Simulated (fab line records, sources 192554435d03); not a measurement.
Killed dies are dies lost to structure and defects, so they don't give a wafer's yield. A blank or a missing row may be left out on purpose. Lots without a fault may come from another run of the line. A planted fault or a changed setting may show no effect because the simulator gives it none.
Split-lot experiment | flow n5_finfet | 7 lots, 21 wafers read, on a route of 1938 steps

THE SPLIT
At N5_SD_EPI_N_PEB_07 (peb time 60 s), the setting peb_time_s was moved away from the recipe's 60 s on 7 of the 21 wafers read, by -14.6% to +18.9%. The other wafers ran this setting at the recipe's value.

FROM THE SPLIT TO THE READING: what the file shows between them, 1 step
- N5_SD_EPI_N_DEVELOP_08: develop time 30 s

THE READING
cd_nm, in nm, at N5_SD_EPI_N_CD_MEAS_09 (target cd 120 nm). Fault-free wafers of this fab line usually give 120.1 nm, standard deviation 0.62 nm.

wafer  | tool, chamber at the split | peb_time_s as run, s | against the recipe | cd_nm, nm | against lot-mates on the recipe
L076.1 | litho_track-05, 0          | 60                   | recipe             | 120.5     | -
L076.4 | litho_track-05, 0          | 60                   | recipe             | 119.6     | -
L076.6 | litho_track-05, 0          | 60                   | recipe             | 119.9     | -
L081.1 | litho_track-05, 0          | 68.46                | +14.1%             | 124.1     | +4.1
L081.2 | litho_track-05, 0          | 60                   | recipe             | 120.0     | -
L081.3 | litho_track-05, 0          | 68.46                | +14.1%             | 124.4     | +4.4
L083.1 | litho_track-03, 0          | 60                   | recipe             | 121.4     | -
L083.4 | litho_track-03, 0          | 71.35                | +18.9%             | 125.6     | +4.2
L083.5 | litho_track-03, 0          | 71.35                | +18.9%             | 127.0     | +5.6
L088.1 | litho_track-03, 0          | 60                   | recipe             | 120.6     | -
L088.2 | litho_track-03, 0          | 60                   | recipe             | 120.5     | -
L088.3 | litho_track-03, 0          | 60                   | recipe             | 119.4     | -
L089.3 | litho_track-03, 0          | 51.44                | -14.3%             | 114.7     | -5.7
L089.4 | litho_track-03, 0          | 60                   | recipe             | 120.4     | -
L089.6 | litho_track-03, 0          | 51.44                | -14.3%             | 115.1     | -5.3
L096.1 | litho_track-01, 0          | 60                   | recipe             | 119.9     | -
L096.4 | litho_track-01, 0          | 60                   | recipe             | 120.3     | -
L096.6 | litho_track-01, 0          | 60                   | recipe             | 120.2     | -
L097.3 | litho_track-03, 0          | 60                   | recipe             | 119.8     | -
L097.4 | litho_track-03, 0          | 60                   | recipe             | 118.9     | -
L097.6 | litho_track-03, 0          | 51.21                | -14.6%             | 113.9     | -5.4

THE FIT
A straight line over all 21 wafers: cd_nm changes by +0.343 nm for each +1% of peb_time_s; r = +0.98; the points scatter about the line by 0.64 nm.
The same after taking each lot's own level away (the mean of its wafers on the recipe; 21 wafers): +0.316 nm for each +1%; r = +0.98; scatter 0.59 nm.
On that fit, the largest move of peb_time_s shifts the reading by 6 nm.
The lots' own levels span 119.35 to 121.40 nm, that is 3.3 times the standard deviation above.
So the lot-to-lot level changes the slope little: the two slopes agree.
Check: with one of the wafers moved furthest among these (+18.9%) left out of the fit, the line predicts +6.18 nm for it against its lot-mates. It came out at +4.2 nm against them.

OTHER SPLITS ON THESE WAFERS
These wafers also went through other splits before the reading. Each is held against what the fit with the lots' levels taken away leaves over:
other split on the same wafers                    | wafers away from the commonest value | r with cd_nm (lot level and that fit taken away)
N5_PMOS_HMC_CHANNEL_EPI_PEB_07 peb_temp_c         | 7                                    | +0.00
N5_PMOS_HMC_CHANNEL_EPI_DEVELOP_08 develop_time_s | 8                                    | -0.11
N5_FIN_SAQP_SPACER1_ALD_24 ald_cycles             | 7                                    | +0.16
N5_STI_FIN_REVEAL_ETCHBACK_08 time_s              | 5                                    | -0.12
N5_STI_FIN_REVEAL_OXIDATION_31 time_s             | 9                                    | -0.26
N5_SD_EPI_N_COAT_33 spin_rpm                      | 5                                    | -0.38

THE WHOLE CHAIN: every reading that the file lists as answering this split, in the file's order
step                   | what it does                                     | reading                                                         | change (the file's fit)               | r (the file's)
N5_SD_EPI_N_CD_MEAS_09 | target cd 120 nm                                 | cd_nm                                                           | +0.321 nm for each +1% of the setting | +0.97
N5_SD_EPI_N_DESCUM_14  | chemistry O2, time 7.9 s                         | SD_EPI_N.cd_nm (the simulator's own value, which no gauge read) | +0.315 nm for each +1% of the setting | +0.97
N5_SD_EPI_N_ETCH_35    | etches SOC in N2/H2, overetch 108 nm, time 486 s | SD_EPI_N.cd_nm (the simulator's own value, which no gauge read) | +0.33 nm for each +1% of the setting  | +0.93

THE FILE'S OWN FIT
cd_nm changes by +0.321 nm for each +1% of peb_time_s, r = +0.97.
